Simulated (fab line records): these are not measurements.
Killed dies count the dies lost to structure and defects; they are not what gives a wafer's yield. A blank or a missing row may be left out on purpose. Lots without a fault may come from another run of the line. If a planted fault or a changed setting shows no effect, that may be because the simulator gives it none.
Chamber matching	flow nandHarc	cmp-04 running NHARC_P_M2_CMP_23: 4 sister chambers
The step polishes, t overpolish 20 s, target thk 144.3 nm. 8 wafers are shown with their chamber, then 8 later ones without.

== WAFERS PAIRED WITH THEIR CHAMBERS ==
wafer	chamber	motorCurrentA (A)	timeToEndpointS (s)
L124.4	1	13.3	29
L124.5	2	11.5	28
L126.1	1	13.9	28
L126.4	0	12.6	36
L126.6	0	12.8	32
L130.4	2	12.0	24
L130.6	3	10.6	24
L132.1	3	11.1	22

== WAFERS WHOSE CHAMBER IS MISSING ==
wafer	motorCurrentA (A)	timeToEndpointS (s)
L132.5	11.0	23
L132.6	12.5	26
L133.2	10.9	22
L133.4	12.0	29
L133.6	12.2	28
L144.1	13.9	27
L144.3	11.9	36
L144.5	12.1	29

== WHICH CHAMBER EACH WENT THROUGH ==
wafer	from the rows above	in truth
L132.5	3	3
L132.6	can't be placed: 2 or 1 or 0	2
L133.2	3	3
L133.4	can't be placed: 2 or 0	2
L133.6	can't be placed: 2 or 0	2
L144.1	1	1
L144.3	0	0
L144.5	can't be placed: 2 or 0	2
Placed correctly: 4 of 8. Unplaceable from these rows: 4, with the true chamber sitting among the candidates in 4. Number placed wrongly: 0.
How it was worked out, from the rows above alone: a wafer's distance from a chamber is the root of the sum, over the readings, of the square of ((its reading less the chamber's mean) divided by the reading's scatter). The wafer belongs to the nearest chamber; if the next one is less than 2 further off, it can't be placed. For every chamber, the mean is computed from those of its wafers that are shown. The scatter: the root of (the sum of the squares of (reading less its chamber's mean) over the shown wafers, divided by (wafers less chambers)).
